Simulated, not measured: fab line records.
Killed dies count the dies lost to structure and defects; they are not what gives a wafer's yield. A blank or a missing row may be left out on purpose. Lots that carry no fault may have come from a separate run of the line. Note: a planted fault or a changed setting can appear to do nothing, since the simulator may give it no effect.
fab line records	flow nandHarc
record lots=11	wafers=33	lastDay=34
route steps=1302 shown A_CHANNEL_HOLE_D1@477 A_CHANNEL_FILL_D1@500 END@1302
lots that met no fault: from a run of the same line without faults
startH: start of the lot's first displayed wafer, in hours after the record's first day	waitH: how many hours have passed since the lot's step before this one	" as in the row above	L1.1+2: one row covering several wafers at once	- either no value or no given start	* or withheld: withheld	< > ~ a bound
route shown NAME@n: a module of which the file shows steps, and the number in the route of the first	usual: average and standard deviation across the fault-free wafers	same: alike in all rows	chamber/n: place in a boat	sites: readings site by site	_std_site: the standard deviation of these	_edge_site: the outer-site mean with the inner-site mean subtracted	radiusMm: for every site, how far away it sits from the centre of the wafer	mask NAME#n: copy n	behind: the tool/chamber that last shaped the wafer	hold: the reason the lot was held/the length of the hold in hours/how it ended	device: the n, p or np transistor that did not switch	end of line: the same wafers' tests at the end of the route	a step given without rows: its recipe and nothing more	killed: the dies lost at the first sort to structure and to defects; this is not the yield of the wafer	map: shows each die of a wafer: x if killed, . if not, _ if none is there
set.NAME: the setting that was run; set.NAME@STEP: the one run at that earlier step	model.NAME: the simulator's own value behind a step, which no gauge read
route steps across a sampled set of lots; one table per step, one row per wafer
services: from which hour (startH, from the record's first day; less than 0 if before it) a tool's chamber was out of use, for how many hours, and why
## steps
# step NHARC_A_CHANNEL_HOLE_D1_ETCH_25
# recipe biasV=5000	sourceW=withheld	pressureMtorr=20	timeS=1040.2	arFlowSccm=375	c4f8FlowSccm=93.8	o2FlowSccm=31.2	tempC=-20	targetDepthA=15000	chemistry=C4F8/O2/Ar
# usual drypumpMotorCurrentA=6.1/0.52	oesAirLineAu=1.002/0.019	showerheadPlenumPTorr=3.60/0.12	throttleValvePct=32.236/0.0094
lot.wafer	tool	chamber	startH	waitH	drypumpMotorCurrentA	oesAirLineAu	rfHoursCounterH	showerheadPlenumPTorr	throttleValvePct
L649.1	harEtch-01	1	198.07	0.7	6.6	0.990	94	3.73	32.248
L649.4	"	1	"	"	6.6	0.970	-	3.73	32.252
L649.6	"	1	"	"	6.6	1.004	-	3.73	32.239
L650.3	harEtch-02	0	200.24	1.3	5.3	1.011	-	3.56	32.249
L650.5	"	0	"	"	5.3	0.975	-	3.56	32.236
L650.6	"	0	"	"	5.3	1.002	-	3.56	32.240
L653.4	harEtch-01	0	220.37	0.7	6.4	0.998	-	3.57	32.214
L653.6	"	0	"	"	6.4	1.009	-	3.57	32.247
L653.5	"	1	"	"	6.6	1.021	-	3.72	32.230
L652.2	harEtch-02	0	225.38	0.7	5.3	1.004	328	3.55	32.241
L652.3	"	0	"	"	5.3	0.996	-	3.55	32.239
L652.5	"	0	"	"	5.3	0.993	-	3.55	32.257
L655.1	harEtch-01	1	248.08	0.6	6.6	0.999	125	3.71	32.216
L655.3	"	0	"	"	6.4	1.026	-	3.56	32.241
L655.5	"	1	"	"	6.6	0.987	-	3.71	32.236
L659.4	harEtch-01	0	290.28	0.7	6.5	1.001	-	3.55	32.240
L659.3	"	1	"	"	6.6	1.035	-	3.70	32.230
L659.5	"	0	"	"	6.4	1.000	-	3.55	32.221
L660.4	harEtch-02	1	295.10	0.7	6.1	0.997	-	3.51	32.227
L660.3	"	0	"	"	5.3	1.004	-	3.53	32.246
L660.5	"	1	"	"	6.1	0.995	-	3.51	32.236
L667.1	harEtch-02	0	362.42	0.6	5.3	1.020	405	3.51	32.245
L667.2	"	1	"	"	6.1	0.973	389	3.49	32.239
L667.5	"	1	"	"	6.1	0.956	-	3.49	32.230
L670.2	harEtch-01	1	393.64	0.7	6.6	1.009	209	3.66	32.225
L670.1	"	0	"	"	6.4	1.012	209	3.52	32.235
L670.3	"	1	"	"	6.6	1.015	-	3.66	32.220
L671.1	harEtch-01	0	405.79	0.6	6.4	0.997	220	3.51	32.237
L671.3	"	0	"	"	6.4	1.025	-	3.51	32.242
L671.4	"	1	"	"	6.6	0.983	-	3.66	32.239
L672.2	harEtch-02	1	419.22	0.7	6.1	1.026	22	3.92	32.238
L672.5	"	0	"	"	5.3	0.974	-	3.92	32.231
L672.6	"	1	"	"	6.1	1.012	-	3.92	32.247
# step NHARC_A_CHANNEL_HOLE_D1_ETCH_26
# recipe biasV=300	sourceW=2000	pressureMtorr=30	timeS=224.1	arFlowSccm=375	c4f8FlowSccm=11.4	o2FlowSccm=113.6	tempC=-20	targetDepthA=3000	chemistry=C4F8/O2/Ar
# usual drypumpMotorCurrentA=6.1/0.52	oesAirLineAu=0.995/0.019	showerheadPlenumPTorr=3.65/0.13	throttleValvePct=24.585/0.0091
lot.wafer	tool	chamber	startH	waitH	drypumpMotorCurrentA	oesAirLineAu	rfHoursCounterH	showerheadPlenumPTorr	throttleValvePct
L649.1	harEtch-01	1	198.82	0.6	6.6	0.959	95	3.78	24.586
L649.4	"	1	"	"	6.6	0.974	-	3.78	24.582
L649.6	"	1	"	"	6.6	0.961	-	3.78	24.571
L650.3	harEtch-02	0	201.54	1.0	5.3	1.012	-	3.60	24.577
L650.5	"	0	"	"	5.3	1.010	-	3.60	24.594
L650.6	"	0	"	"	5.3	1.024	-	3.60	24.587
L653.4	harEtch-01	0	221.03	0.5	6.4	1.006	-	3.61	24.578
L653.6	"	0	"	"	6.4	0.984	-	3.61	24.565
L653.5	"	1	"	"	6.6	0.998	-	3.77	24.582
L652.2	harEtch-02	0	226.15	0.6	5.3	1.015	329	3.59	24.579
L652.3	"	0	"	"	5.3	1.045	-	3.59	24.571
L652.5	"	0	"	"	5.3	1.009	-	3.59	24.565
L655.1	harEtch-01	1	248.98	0.7	6.6	1.021	126	3.76	24.585
L655.3	"	0	"	"	6.4	0.999	-	3.61	24.582
L655.5	"	1	"	"	6.6	0.981	-	3.76	24.581
L659.4	harEtch-01	0	290.93	0.5	6.4	1.013	-	3.59	24.577
L659.3	"	1	"	"	6.6	0.987	-	3.75	24.577
L659.5	"	0	"	"	6.4	1.016	-	3.59	24.587
L660.4	harEtch-02	1	295.75	0.5	6.1	1.036	-	3.55	24.595
L660.3	"	0	"	"	5.3	0.978	-	3.57	24.583
L660.5	"	1	"	"	6.1	0.993	-	3.55	24.589
L667.1	harEtch-02	0	363.31	0.7	5.3	0.983	405	3.55	24.574
L667.2	"	1	"	"	6.1	1.008	390	3.53	24.588
L667.5	"	1	"	"	6.1	1.004	-	3.52	24.571
L670.2	harEtch-01	1	394.54	0.7	6.6	0.987	209	3.71	24.581
L670.1	"	0	"	"	6.4	0.995	209	3.56	24.578
L670.3	"	1	"	"	6.6	1.008	-	3.71	24.588
L671.1	harEtch-01	0	406.67	0.7	6.4	0.977	221	3.55	24.581
L671.3	"	0	"	"	6.4	0.995	-	3.55	24.584
L671.4	"	1	"	"	6.6	1.019	-	3.71	24.578
L672.2	harEtch-02	1	419.99	0.6	6.0	1.018	23	3.98	24.588
L672.5	"	0	"	"	5.3	1.001	-	3.98	24.585
L672.6	"	1	"	"	6.1	0.973	-	3.98	24.581
# step NHARC_A_CHANNEL_FILL_D1_ETCHBACK_20
# recipe targetDepthA=270	timeS=13.5	c4f8FlowSccm=withheld	o2FlowSccm=8	arFlowSccm=withheld	rfW=600	biasW=1500	chemistry=C4F8/O2/Ar
# usual oesProductAu=0.96/0.038	rfVppV=976/4.7	runLengthS=34.8/0.42
lot.wafer	tool	chamber	startH	waitH	oesProductAu	rfHoursCounterH	rfVppV	runLengthS
L649.1	rieDiel-13	1	226.14	-	1.00	2.2	975	33.9
L649.4	"	3	"	"	0.96	2.7	984	34.1
L649.6	"	1	"	"	1.01	-	977	34.3
L650.3	rieDiel-02	0	226.16	-	1.01	0.0	974	34.8
L650.5	"	2	"	"	1.01	-	977	34.5
L650.6	"	3	"	"	0.99	-	978	34.9
L653.4	rieDiel-02	3	247.31	-	0.99	1.3	978	34.8
L653.6	"	3	"	"	1.00	-	979	35.0
L653.5	"	0	"	"	0.99	-	973	34.5
L652.3	rieDiel-02	0	255.73	-	1.00	1.9	973	34.9
L652.2	"	3	"	"	1.01	2.4	977	35.1
L652.5	"	1	"	"	1.00	-	969	34.9
L655.3	rieDiel-02	0	275.17	-	0.93	2.4	972	34.8
L655.1	"	1	"	"	0.94	2.4	971	35.1
L655.5	"	0	"	"	0.92	-	973	34.9
L659.4	rieDiel-02	0	319.35	-	0.92	5.0	972	29.9
L659.3	"	1	"	"	0.94	5.1	969	30.1
L659.5	"	2	"	"	0.93	-	978	29.3
L660.4	rieDiel-02	3	323.09	-	0.92	5.7	979	30.5
L660.3	"	0	"	"	0.91	5.0	973	30.2
L660.5	"	2	"	"	0.93	-	975	29.8
L667.2	rieDiel-13	3	394.11	-	0.98	1.3	985	34.2
L667.1	"	2	"	"	0.98	1.3	971	35.5
L667.5	"	2	"	"	0.99	-	971	35.0
L670.3	rieDiel-13	0	421.16	-	1.01	1.8	981	35.0
L670.1	"	1	"	"	1.00	3.6	976	33.9
L670.2	"	2	"	"	1.01	3.3	971	35.4
L671.3	rieDiel-13	0	433.00	-	0.99	2.6	981	34.9
L671.1	"	2	"	"	0.99	4.2	971	35.3
L671.4	"	2	"	"	1.00	-	970	34.9
L672.2	rieDiel-13	2	444.57	-	0.91	4.5	971	35.3
L672.5	"	1	"	"	0.92	-	975	34.1
L672.6	"	2	"	"	0.92	-	971	35.4
# step NHARC_A_CHANNEL_FILL_D1_STRIP_28
# recipe timeS=20	o2FlowSccm=500	arFlowSccm=0	biasW=0	chemistry=O2
# usual drypumpMotorCurrentA=5.9/0.38	oesProductAu=0.998/0.013	rfVppV=57.7/0.92	showerheadPlenumPTorr=3.47/0.12	throttleValvePct=17.036/0.0087
lot.wafer	tool	chamber	startH	waitH	drypumpMotorCurrentA	oesProductAu	rfHoursCounterH	rfVppV	showerheadPlenumPTorr	throttleValvePct
L649.4	rieDiel-13	3	226.23	0.1	5.4	0.977	2.7	58.8	3.69	17.033
L649.1	"	0	"	"	6.2	1.010	2.4	57.4	3.60	17.040
L649.6	"	2	"	"	6.0	1.018	-	57.0	3.35	17.048
L650.3	rieDiel-02	1	226.46	0.3	5.9	1.013	0.2	55.8	3.32	17.040
L650.5	"	0	"	"	6.5	0.997	-	57.9	3.40	17.020
L650.6	"	1	"	"	5.9	1.015	-	57.7	3.32	17.033
L653.4	rieDiel-02	2	247.41	0.1	5.7	1.006	1.3	57.5	3.49	17.014
L653.5	"	3	"	"	5.4	0.990	-	57.7	3.53	17.028
L653.6	"	0	"	"	6.5	0.999	-	57.4	3.40	17.044
L652.2	rieDiel-02	0	255.82	0.1	6.6	0.999	1.9	57.6	3.40	17.043
L652.3	"	1	"	"	5.9	1.007	1.9	58.1	3.32	17.025
L652.5	"	1	"	"	5.9	1.019	-	58.2	3.32	17.051
L655.1	rieDiel-02	0	275.26	0.1	6.5	0.983	2.4	56.4	3.40	17.039
L655.3	"	1	"	"	6.0	1.007	2.4	56.0	3.32	17.023
L655.5	"	0	"	"	6.6	1.003	-	56.6	3.40	17.044
L659.4	rieDiel-02	3	319.42	0.1	5.5	0.997	5.7	57.6	3.53	17.026
L659.3	"	1	"	"	6.0	1.024	5.1	58.9	3.32	17.033
L659.5	"	0	"	"	6.5	0.991	-	57.1	3.40	17.041
L660.4	rieDiel-02	3	323.17	0.1	5.4	0.990	5.7	58.4	3.53	17.045
L660.3	"	0	"	"	6.5	1.002	5.0	56.7	3.40	17.037
L660.5	"	0	"	"	6.5	0.992	-	57.9	3.40	17.032
L667.2	rieDiel-13	1	394.22	0.1	5.7	0.998	1.6	60.3	3.47	17.045
L667.1	"	2	"	"	5.9	0.998	1.3	58.1	3.35	17.040
L667.5	"	3	"	"	5.4	0.982	-	57.5	3.68	17.050
L670.1	rieDiel-13	0	421.27	0.1	6.2	0.987	1.8	58.1	3.60	17.041
L670.3	"	1	"	"	5.7	0.989	3.6	58.1	3.47	17.032
L670.2	"	2	"	"	6.0	1.006	3.3	56.9	3.35	17.029
L671.1	rieDiel-13	0	433.11	0.1	6.3	0.985	2.6	58.3	3.60	17.034
L671.3	"	3	"	"	5.4	0.978	2.2	59.5	3.68	17.040
L671.4	"	3	"	"	5.4	0.973	-	57.7	3.68	17.026
L672.2	rieDiel-13	1	444.66	0.1	5.8	0.986	4.1	58.1	3.47	17.045
L672.5	"	0	"	"	6.2	0.998	-	57.7	3.60	17.035
L672.6	"	1	"	"	5.7	0.975	-	56.4	3.47	17.046
# step NHARC_END_SORT_01
# recipe tempC=25
# usual killedAtArray=55/19	killedAtOther=0.9/1.4	killedAtPeriphery=3.8/2.9	killedDies=60/19	killedOpen=3.3/1.8	killedShort=2.6/1.6
# same grossDies=677
lot.wafer	tool	chamber	startH	waitH	killedAtArray	killedAtOther	killedAtPeriphery	killedDies	killedOpen	killedShort
L650.3	prober-02	0	570.82	3.1	72	2	5	79	1	0
L650.5	prober-02	0	572.39	3.7	76	0	2	78	7	1
L650.6	prober-02	0	573.18	3.9	86	0	5	91	0	5
L649.1	prober-01	0	579.93	2.5	28	0	2	30	3	6
L649.4	prober-01	0	582.31	3.4	20	0	3	23	4	4
L649.6	prober-01	0	583.90	4.0	20	1	1	22	3	2
L652.2	prober-02	0	601.11	2.8	49	1	4	54	3	2
L652.3	prober-02	0	601.92	3.1	46	1	4	51	3	2
L652.5	prober-02	0	603.53	3.7	59	1	3	63	2	6
L653.4	prober-01	0	610.36	3.4	43	0	7	50	3	2
L653.5	prober-01	0	611.16	3.7	46	1	9	56	2	8
L653.6	prober-01	0	611.97	4.0	43	0	7	50	1	1
L655.1	prober-01	0	623.94	2.5	42	2	3	47	2	2
L655.3	prober-01	0	625.55	3.1	53	0	4	57	3	4
L655.5	prober-01	0	627.17	3.7	41	0	2	43	6	4
L660.3	prober-02	0	688.99	3.1	627	3	5	635	7	1
L660.4	prober-02	0	689.78	3.4	636	1	5	642	4	1
L660.5	prober-02	0	690.57	3.6	641	1	4	646	3	1
L659.3	prober-01	0	689.01	3.1	659	0	1	660	2	3
L659.4	prober-01	0	689.80	3.4	619	0	5	624	2	2
L659.5	prober-01	0	690.60	3.7	593	0	3	596	8	0
L667.1	prober-01	0	735.02	2.5	69	0	0	69	1	0
L667.2	prober-01	0	735.82	2.8	80	2	1	83	4	2
L667.5	prober-01	0	738.20	3.7	76	0	1	77	3	1
L670.1	prober-02	0	765.09	2.6	66	0	3	69	5	4
L670.2	prober-02	0	765.88	2.8	62	0	2	64	2	3
L670.3	prober-02	0	766.67	3.1	61	0	3	64	4	5
L671.1	prober-01	0	775.79	2.5	65	7	7	79	5	3
L671.3	prober-01	0	777.40	3.1	61	8	2	71	1	1
L671.4	prober-01	0	778.20	3.4	70	2	1	73	3	2
L672.2	prober-02	0	812.43	2.8	20	2	0	22	1	3
L672.5	prober-02	0	814.86	3.7	40	0	2	42	4	5
L672.6	prober-02	0	815.66	4.0	22	1	1	24	1	2
# killed by level:class
L650.3 A_CHANNEL_HOLE_D1:chamberFilmFlake=30 A_CHANNEL_HOLE_D2:chamberFilmFlake=26 A_STAIRCASE:chamberFilmFlake=8 P_ZERO_WELL:chamberFilmFlake=3 A_M0:chamberFilmFlake=3 A_WL_FILL:chamberFilmFlake=2 THIN_TSV:chamberFilmFlake=2 P_CONTACT:geometricParticle:open=1
L650.5 A_CHANNEL_HOLE_D1:chamberFilmFlake=36 A_CHANNEL_HOLE_D2:chamberFilmFlake=19 A_STAIRCASE:chamberFilmFlake=7 A_CHANNEL_FILL_D1:chamberFilmFlake=4 A_WL_FILL:geometricParticle:open=3 A_WL_FILL:chamberFilmFlake=2 P_M0:geometricParticle:open=1 A_ONON_D1:geometricParticle:open=1
L650.6 A_CHANNEL_HOLE_D1:chamberFilmFlake=35 A_CHANNEL_HOLE_D2:chamberFilmFlake=29 A_WL_FILL:chamberFilmFlake=7 A_STAIRCASE:chamberFilmFlake=4 A_M0:chamberFilmFlake=3 A_CONTACT:chamberFilmFlake=3 P_ZERO_WELL:chamberFilmFlake=2 A_ZERO_WELL:chamberFilmFlake=2
L649.1 A_CONTACT:chamberFilmFlake=7 A_CHANNEL_HOLE_D2:chamberFilmFlake=5 A_CHANNEL_FILL_D2:chamberFilmFlake=4 A_ONON_D1:geometricParticle:short=3 A_STAIRCASE:chamberFilmFlake=2 P_CONTACT:geometricParticle:open=1 A_SOURCE_PLATE:geometricParticle:short=1 A_ONON_D2:geometricParticle:open=1
L649.4 A_STAIRCASE:chamberFilmFlake=5 A_CHANNEL_HOLE_D2:chamberFilmFlake=4 A_CHANNEL_HOLE_D1:chamberFilmFlake=2 A_CONTACT:chamberFilmFlake=2 P_M0:chamberFilmFlake=1 P_M2:geometricParticle:open=1 P_M2:geometricParticle:short=1 A_CHANNEL_FILL_D1:geometricParticle:open=1
L649.6 A_STAIRCASE:chamberFilmFlake=6 A_CHANNEL_HOLE_D2:chamberFilmFlake=5 A_CONTACT:chamberFilmFlake=2 P_M2:geometricParticle:open=1 A_SOURCE_PLATE:geometricParticle:short=1 A_ONON_D1:geometricParticle:open=1 A_WL_FILL:geometricParticle:short=1 A_M1:geometricParticle:open=1
L652.2 A_CHANNEL_HOLE_D1:chamberFilmFlake=29 A_CHANNEL_HOLE_D2:chamberFilmFlake=9 A_STAIRCASE:chamberFilmFlake=5 P_ZERO_WELL:chamberFilmFlake=2 P_CONTACT:geometricParticle:short=1 A_SOURCE_PLATE:geometricParticle:open=1 A_ONON_D1:geometricParticle:short=1 A_DECK1_JOINT:geometricParticle:open=1
L652.3 A_CHANNEL_HOLE_D1:chamberFilmFlake=27 A_CHANNEL_HOLE_D2:chamberFilmFlake=11 A_STAIRCASE:chamberFilmFlake=3 P_CONTACT:geometricParticle:short=1 A_CHANNEL_FILL_D2:geometricParticle:open=1 A_SGD_CUT:geometricParticle:open=1 A_WL_FILL:geometricParticle:open=1 STARTING-WAFER:geometricParticle:short=1
L652.5 A_CHANNEL_HOLE_D1:chamberFilmFlake=32 A_CHANNEL_HOLE_D2:chamberFilmFlake=8 A_STAIRCASE:chamberFilmFlake=7 A_DECK1_JOINT:chamberFilmFlake=3 P_GATE:geometricParticle:open=2 A_ONON_D2:geometricParticle:short=2 A_CHANNEL_FILL_D2:chamberFilmFlake=2 A_CHANNEL_FILL_D1:geometricParticle:short=1
L653.4 A_CHANNEL_HOLE_D2:chamberFilmFlake=30 P_CONTACT:chamberFilmFlake=6 A_CHANNEL_HOLE_D1:chamberFilmFlake=3 A_STAIRCASE:chamberFilmFlake=3 A_ONON_D1:geometricParticle:open=1 A_CHANNEL_FILL_D1:geometricParticle:short=1 A_CHANNEL_FILL_D1:geometricParticle:open=1 A_ONON_D2:geometricParticle:short=1
L653.5 A_CHANNEL_HOLE_D2:chamberFilmFlake=31 P_CONTACT:chamberFilmFlake=4 P_ZERO_WELL:chamberFilmFlake=3 A_CHANNEL_HOLE_D1:chamberFilmFlake=3 A_STAIRCASE:chamberFilmFlake=3 P_M0:geometricParticle:short=2 A_ONON_D1:geometricParticle:short=2 A_ONON_D2:geometricParticle:short=1
L653.6 A_CHANNEL_HOLE_D2:chamberFilmFlake=40 P_CONTACT:chamberFilmFlake=4 P_ZERO_WELL:chamberFilmFlake=3 A_WL_FILL:geometricParticle:short=1 A_BLC:geometricParticle:open=1 A_STAIRCASE:chamberFilmFlake=1
L655.1 A_CHANNEL_HOLE_D2:chamberFilmFlake=25 A_CHANNEL_HOLE_D1:chamberFilmFlake=9 P_ZERO_WELL:chamberFilmFlake=2 THIN_TSV:chamberFilmFlake=2 A_CHANNEL_HOLE_D1:geometricParticle:short=1 A_CHANNEL_HOLE_D2:geometricParticle:short=1 A_CONTACT:geometricParticle:open=1 A_BLC:geometricParticle:open=1
L655.3 A_CHANNEL_HOLE_D2:chamberFilmFlake=34 P_GATE:chamberFilmFlake=3 A_CHANNEL_HOLE_D1:chamberFilmFlake=3 A_CHANNEL_FILL_D2:chamberFilmFlake=3 A_STAIRCASE:chamberFilmFlake=3 A_ONON_D2:geometricParticle:short=2 A_SLIT:chamberFilmFlake=2 A_ONON_D1:geometricParticle:short=1
L655.5 A_CHANNEL_HOLE_D2:chamberFilmFlake=23 A_STAIRCASE:chamberFilmFlake=4 A_DECK1_JOINT:chamberFilmFlake=3 A_CHANNEL_HOLE_D1:chamberFilmFlake=2 P_CONTACT:geometricParticle:short=1 P_M0:geometricParticle:open=1 A_ONON_D1:geometricParticle:open=1 A_CHANNEL_FILL_D1:geometricParticle:open=1
L660.3 A_CHANNEL_FILL_D1:areaEtchback=557 A_CHANNEL_HOLE_D1:chamberFilmFlake=37 A_SLIT:chamberFilmFlake=21 THIN_TSV:chamberFilmFlake=3 A_DECK1_JOINT:geometricParticle:open=2 A_CONTACT:chamberFilmFlake=2 P_GATE:geometricParticle:open=1 P_CONTACT:geometricParticle:open=1
L659.3 A_CHANNEL_FILL_D1:areaEtchback=609 A_SLIT:chamberFilmFlake=35 A_CHANNEL_HOLE_D1:chamberFilmFlake=6 A_STAIRCASE:chamberFilmFlake=2 P_M0:geometricParticle:open=1 A_ONON_D1:geometricParticle:open=1 A_CHANNEL_FILL_D1:geometricParticle:short=1 A_DECK1_JOINT:geometricParticle:short=1
L660.4 A_CHANNEL_FILL_D1:areaEtchback=569 A_SLIT:chamberFilmFlake=28 A_CHANNEL_HOLE_D1:chamberFilmFlake=22 A_CONTACT:chamberFilmFlake=6 A_STAIRCASE:chamberFilmFlake=3 P_GATE:chamberFilmFlake=2 A_DECK1_JOINT:chamberFilmFlake=2 A_WL_FILL:chamberFilmFlake=2
L659.4 A_CHANNEL_FILL_D1:areaEtchback=589 A_SLIT:chamberFilmFlake=21 A_STAIRCASE:chamberFilmFlake=4 A_CHANNEL_HOLE_D1:chamberFilmFlake=3 P_CONTACT:geometricParticle:open=2 P_GATE:chamberFilmFlake=2 P_CONTACT:geometricParticle:short=1 A_SGD_CUT:geometricParticle:short=1
L660.5 A_CHANNEL_FILL_D1:areaEtchback=564 A_SLIT:chamberFilmFlake=35 A_CHANNEL_HOLE_D1:chamberFilmFlake=26 A_CONTACT:chamberFilmFlake=3 A_CHANNEL_FILL_D1:chamberFilmFlake=2 A_DECK1_JOINT:chamberFilmFlake=2 A_STAIRCASE:chamberFilmFlake=2 A_WL_FILL:chamberFilmFlake=2
L659.5 A_CHANNEL_FILL_D1:areaEtchback=549 A_SLIT:chamberFilmFlake=28 A_CHANNEL_HOLE_D1:chamberFilmFlake=5 A_STAIRCASE:chamberFilmFlake=4 P_CONTACT:geometricParticle:open=1 P_M0:geometricParticle:open=1 A_ONON_D1:geometricParticle:open=1 A_DECK1_JOINT:geometricParticle:open=1
L667.1 A_CHANNEL_HOLE_D1:chamberFilmFlake=34 A_SLIT:chamberFilmFlake=23 A_CONTACT:chamberFilmFlake=5 A_STAIRCASE:chamberFilmFlake=4 A_CHANNEL_FILL_D1:chamberFilmFlake=2 A_WL_FILL:geometricParticle:open=1
L667.2 A_CHANNEL_HOLE_D1:chamberFilmFlake=32 A_SLIT:chamberFilmFlake=29 A_CONTACT:chamberFilmFlake=6 A_STAIRCASE:chamberFilmFlake=4 A_CHANNEL_FILL_D1:chamberFilmFlake=3 A_ONON_D1:geometricParticle:open=2 THIN_TSV:chamberFilmFlake=2 P_M0:geometricParticle:open=1
L667.5 A_SLIT:chamberFilmFlake=31 A_CHANNEL_HOLE_D1:chamberFilmFlake=25 A_STAIRCASE:chamberFilmFlake=4 A_CHANNEL_FILL_D1:chamberFilmFlake=3 A_WL_FILL:chamberFilmFlake=3 A_CONTACT:chamberFilmFlake=3 A_ZERO_WELL:chamberFilmFlake=2 P_M1:geometricParticle:open=1
L670.1 A_CHANNEL_HOLE_D2:chamberFilmFlake=36 A_SLIT:chamberFilmFlake=8 A_CONTACT:chamberFilmFlake=7 A_CHANNEL_HOLE_D1:chamberFilmFlake=6 A_WL_FILL:chamberFilmFlake=2 P_CONTACT:geometricParticle:open=1 P_M1:geometricParticle:short=1 A_ONON_D1:geometricParticle:short=1
L670.2 A_CHANNEL_HOLE_D2:chamberFilmFlake=20 A_CHANNEL_HOLE_D1:chamberFilmFlake=15 A_SLIT:chamberFilmFlake=10 A_CONTACT:chamberFilmFlake=8 A_M0:chamberFilmFlake=2 A_ONON_D1:geometricParticle:short=1 A_CHANNEL_FILL_D1:geometricParticle:open=1 A_WL_FILL:geometricParticle:short=1
L670.3 A_CHANNEL_HOLE_D2:chamberFilmFlake=25 A_CHANNEL_HOLE_D1:chamberFilmFlake=11 A_CONTACT:chamberFilmFlake=9 A_SLIT:chamberFilmFlake=3 A_CHANNEL_FILL_D2:geometricParticle:open=2 A_CHANNEL_FILL_D2:geometricParticle:short=2 A_BLC:geometricParticle:short=2 A_WL_FILL:chamberFilmFlake=2
L671.1 A_SLIT:chamberFilmFlake=33 A_CHANNEL_HOLE_D2:chamberFilmFlake=13 A_CHANNEL_HOLE_D1:chamberFilmFlake=8 THIN_TSV:chamberFilmFlake=7 A_CONTACT:chamberFilmFlake=4 P_CONTACT:geometricParticle:open=2 P_CONTACT:geometricParticle:short=2 A_CHANNEL_FILL_D2:chamberFilmFlake=2
L671.3 A_CHANNEL_HOLE_D2:chamberFilmFlake=28 A_SLIT:chamberFilmFlake=18 THIN_TSV:chamberFilmFlake=8 A_CONTACT:chamberFilmFlake=7 A_CHANNEL_HOLE_D1:chamberFilmFlake=3 P_GATE:chamberFilmFlake=2 A_CHANNEL_FILL_D2:chamberFilmFlake=2 A_CHANNEL_FILL_D1:geometricParticle:open=1
L671.4 A_SLIT:chamberFilmFlake=28 A_CHANNEL_HOLE_D2:chamberFilmFlake=18 A_CHANNEL_HOLE_D1:chamberFilmFlake=10 A_DECK1_JOINT:chamberFilmFlake=4 A_CONTACT:chamberFilmFlake=3 THIN_TSV:chamberFilmFlake=2 A_CHANNEL_FILL_D1:geometricParticle:open=1 A_DECK1_JOINT:geometricParticle:open=1
L672.2 A_SLIT:chamberFilmFlake=5 A_CHANNEL_HOLE_D2:chamberFilmFlake=3 A_BLC:chamberFilmFlake=3 A_CHANNEL_HOLE_D1:chamberFilmFlake=2 THIN_TSV:chamberFilmFlake=2 A_DECK1_JOINT:geometricParticle:short=1 A_WL_FILL:geometricParticle:short=1 A_CONTACT:geometricParticle:open=1
L672.5 A_SLIT:chamberFilmFlake=11 A_CHANNEL_FILL_D2:geometricParticle:short=4 A_CHANNEL_HOLE_D2:chamberFilmFlake=4 A_BLC:chamberFilmFlake=4 A_DECK1_JOINT:chamberFilmFlake=3 A_STAIRCASE:chamberFilmFlake=3 P_ZERO_WELL:chamberFilmFlake=2 A_WL_FILL:chamberFilmFlake=2
L672.6 A_SLIT:chamberFilmFlake=10 A_BLC:chamberFilmFlake=4 A_DECK1_JOINT:chamberFilmFlake=3 A_ONON_D1:geometricParticle:open=1 A_SGD_CUT:geometricParticle:short=1 A_M0:geometricParticle:short=1 P_ZERO_WELL:chamberFilmFlake=1 A_CONTACT:chamberFilmFlake=1
## services
tool	chamber	startH	hours	kind
rieDiel-02	0	195.81	-	clean
rieDiel-02	1	195.81	-	clean
rieDiel-02	2	195.81	-	clean
rieDiel-02	3	195.81	-	clean
rieDiel-02	3	202.02	6.1	repair
harEtch-01	-	209.52	1.1	repair
rieDiel-02	-	216.70	9.0	pm
rieDiel-02	0	216.70	9.0	ventCycle
rieDiel-02	1	216.70	9.0	ventCycle
rieDiel-02	2	216.70	9.0	ventCycle
rieDiel-13	0	229.93	25.6	repair
rieDiel-13	0	258.43	4.5	repair
rieDiel-13	0	270.06	1.5	repair
rieDiel-13	0	339.18	2.3	repair
rieDiel-13	-	342.00	9.0	pm
harEtch-02	-	377.00	17.0	pm
rieDiel-02	3	379.94	3.2	repair
rieDiel-13	0	384.74	17.7	repair
rieDiel-02	-	384.79	0.2	repair
rieDiel-02	-	393.70	9.0	pm
rieDiel-13	3	398.67	6.3	repair
rieDiel-13	-	398.89	0.2	repair
rieDiel-13	3	405.76	22.8	repair
rieDiel-13	1	425.11	18.1	repair
## key
firstSign step=NHARC_A_CHANNEL_FILL_D1_ETCHBACK_20	reading=runLengthS	direction=down	sigmas=12	usual=*	struck=*
effect step=NHARC_END_SORT_01	reading=killedDies	direction=up	sigmas=30	usual=60	struck=634
moreKillsBornAt NHARC_A_CHANNEL_FILL_D1_ETCHBACK_20@rieDiel-02=3437
metAt NHARC_A_CHANNEL_FILL_D1_ETCHBACK_20
struckLots L659,L660
laterRowsLeftOut L659.3,L659.4,L659.5,L660.3,L660.4,L660.5
testerLeftOut L659,L660
notActingAt NHARC_A_CHANNEL_HOLE_D1_ETCH_25,NHARC_A_CHANNEL_HOLE_D1_ETCH_26,NHARC_A_CHANNEL_FILL_D1_STRIP_28
onsetBetween 275.17 319.35
fault kind=processParameterDrift	tool=rieDiel-02	chamber=-	onsetH=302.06	steps=NHARC_A_CHANNEL_FILL_D1_ETCHBACK_20	channel=timeS	offset=*	shape=step	endH=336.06	actsIn=*	stated=*
# testerLeftOut: of these lots the tester's yield and bins aren't shown, on N5 and GAA mostly nor the transistor test; their killed dies are dies lost to structure and defects alone, not to doping, threshold or leakage, so they don't give the yield
# laterRowsLeftOut: the simulator's readings of these wafers behind a module that went badly wrong aren't trusted and aren't shown, but for the sort
